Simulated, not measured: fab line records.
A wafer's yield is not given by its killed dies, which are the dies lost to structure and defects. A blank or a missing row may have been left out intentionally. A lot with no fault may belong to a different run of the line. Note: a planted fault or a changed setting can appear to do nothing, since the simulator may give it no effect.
Chamber matching	flow nand-harc	NHARC_A_CHANNEL_FILL_D1_ETCHBACK_20 on rie-diel-12: 4 sister chambers
The step etches the open film in C4F8/O2/Ar, target depth 27 nm, time 13.5 s. 8 wafers are shown with their chamber, then 9 later ones without.

WAFERS, EACH WITH ITS CHAMBER
wafer	chamber	rf-vpp-V (V)	oes-product-au (a.u.)
L080.2	1	972	0.94
L084.1	0	973	0.99
L084.3	3	977	1.01
L086.2	3	976	0.94
L086.4	0	975	0.92
L088.3	2	976	0.98
L088.5	1	971	0.99
L088.6	2	977	0.99

WAFERS WHOSE CHAMBER IS MISSING
wafer	rf-vpp-V (V)	oes-product-au (a.u.)
L087.1	971	1.00
L087.3	974	0.98
L087.6	976	1.00
L093.3	975	0.93
L093.5	978	0.93
L093.6	970	0.96
L094.1	978	0.93
L094.3	975	0.92
L094.4	977	0.93

WHICH CHAMBER EACH WENT THROUGH
wafer	from the rows above	in truth
L087.1	1	1
L087.3	0	0
L087.6	can't be placed: 2 or 3 or 0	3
L093.3	can't be placed: 0 or 3 or 2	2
L093.5	can't be placed: 3 or 2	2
L093.6	1	1
L094.1	can't be placed: 3 or 2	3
L094.3	can't be placed: 0 or 3 or 2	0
L094.4	can't be placed: 3 or 2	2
Correct placement for 3 of the 9. These rows do not allow placing 6 (true chamber among the candidates in 6). Wrongly placed: 0.
How it was worked out, from the rows above alone: a wafer's distance from a chamber is the root of the sum, over the readings, of the square of ((its reading less the chamber's mean) divided by the reading's scatter). The wafer belongs to the nearest chamber; if the next one is less than 2 further off, it can't be placed. For every chamber, the mean is computed from those of its wafers that are shown. The scatter is the square root of a quotient: the sum, over the shown wafers, of each reading's squared deviation from its chamber's mean, divided by wafers minus chambers.
